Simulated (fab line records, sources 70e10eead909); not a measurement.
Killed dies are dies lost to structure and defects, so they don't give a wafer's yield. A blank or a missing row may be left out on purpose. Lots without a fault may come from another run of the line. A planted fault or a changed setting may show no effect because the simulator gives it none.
A struck lot beside a sound one | flow nand_harc | 15 steps out of a route of 1302
Sound: wafers L953.1, L953.3, L953.6. Struck: wafer L956.4. (L956.3 of the same lot was not struck and is left out.) The cause comes at the end.
At each step with rows: each side's tool, then ch and its chambers, then its first start. Under that, the readings that differ: sound wafers | struck wafers | difference of the means | sigmas: that difference in standard deviations of wafers without a fault.
alike: readings whose means differ by less than 2 such deviations, and words and numbers that are the same on both sides. not compared: withheld readings, readings that some wafer has no value for, bounds like >300 that may hide the same value, and numbers for which the record gives no deviation and whose values overlap.
The two part at a step that has a row with sigmas, a row that says differs or no value, or rows on one side only. Numbers that don't overlap but have no deviation are shown without sigmas and don't part them. A reading that every wafer of one side lacks parts them only if that side has two wafers or more.

first, 6 steps without rows for these wafers: NHARC_A_CONTACT_COAT_36 (resist thk 90 nm); NHARC_A_CONTACT_SOFTBAKE_37 (time 55 s); NHARC_A_CONTACT_EBR_38; NHARC_A_CONTACT_EXPOSE_39 (exposes mask A CC 3); NHARC_A_CONTACT_PEB_40 (peb time 65 s); NHARC_A_CONTACT_DEVELOP_41 (develop time 35 s).
NHARC_A_CONTACT_CD_MEAS_42: target cd 300 nm.
  sound on cd_sem-03 ch 0, day 23 15:29; struck on cd_sem-01 ch 0, day 25 13:50
  alike: cd_nm
NHARC_A_CONTACT_OVL_MEAS_43:
  sound on overlay-01, day 23 15:35; struck on overlay-01, day 25 13:55
  alike: overlay_x_nm, overlay_y_nm
NHARC_A_CONTACT_INSPECT_44:
  sound on defect_inspect-01, day 23 15:38; struck on defect_inspect-01, day 25 13:58
  alike: raw_defect_count
NHARC_A_CONTACT_DESCUM_47: chemistry O2, time 3 s.
  sound on rie_diel-12 ch 0,1, day 23 15:41; struck on rie_diel-12 ch 3, day 25 14:01
  alike: chamber_pressure_mTorr, drypump_motor_current_A, mfc_ar_sccm, oes_product_au, rf_vpp_V, showerhead_plenum_p_Torr, throttle_valve_pct
  not compared: rf_hours_counter_h
NHARC_A_CONTACT_ETCH_48: etches the open film in CF4, target depth 39 nm, time 65 s.
  sound on rie_diel-12 ch 0,1, day 23 15:46; struck on rie_diel-12 ch 1, day 25 14:07
  alike: chamber_pressure_mTorr, drypump_motor_current_A, mfc_ar_sccm, oes_product_au, rf_vpp_V, showerhead_plenum_p_Torr, throttle_valve_pct
  not compared: rf_hours_counter_h
NHARC_A_CONTACT_ETCH_49: etches the open film in N2/H2, target depth 260 nm, time 475.3 s.
  sound on rie_diel-12 ch 1,3; struck on rie_diel-12 ch 2
  reading                | sound                | struck | difference | sigmas
  oes_product_au (a.u.)  | 1.012 1.027 1.032    | 0.985  | -0.039     | -3
  throttle_valve_pct (%) | 14.182 14.175 14.173 | 14.159 | -0.018     | -2
  alike: chamber_pressure_mTorr, drypump_motor_current_A, mfc_ar_sccm, rf_vpp_V, showerhead_plenum_p_Torr
  not compared: rf_hours_counter_h
NHARC_A_CONTACT_ETCH_50: etches the open film in CF4/CHF3, target depth 121 nm, time 60.5 s.
  sound on rie_diel-12 ch 0,2,3, day 23 16:13; struck on rie_diel-12 ch 1, day 25 14:50
  reading               | sound             | struck | difference | sigmas
  oes_product_au (a.u.) | 0.963 0.949 0.995 | 0.840  | -0.129     | -5
  alike: chamber_pressure_mTorr, drypump_motor_current_A, mfc_ar_sccm, rf_vpp_V, showerhead_plenum_p_Torr, throttle_valve_pct
  not compared: rf_hours_counter_h
NHARC_A_CONTACT_ETCH_51: etches the open film in O2/COS, target depth 7000 nm, time 1820 s.
  sound on rie_diel-12 ch 2,3; struck on rie_diel-12 ch 1
  alike: chamber_pressure_mTorr, cos_flow_sccm, drypump_motor_current_A, mfc_ar_sccm, oes_product_au, rf_vpp_V, showerhead_plenum_p_Torr, throttle_valve_pct
  not compared: rf_hours_counter_h
-- the record jumps here: 3 days lie between the struck wafers' starts before and after (it left off in module A_CONTACT and takes up again in module END, whose first step shown is number 1302 of the route) --
NHARC_END_SORT_01:
  the record has rows for the struck wafers here (prober-02 ch 0, day 28 15:07) and none for the sound ones

WHERE THEY PART
First at NHARC_A_CONTACT_ETCH_49; last, within this record, at NHARC_END_SORT_01.

WHY: what the simulator had put in
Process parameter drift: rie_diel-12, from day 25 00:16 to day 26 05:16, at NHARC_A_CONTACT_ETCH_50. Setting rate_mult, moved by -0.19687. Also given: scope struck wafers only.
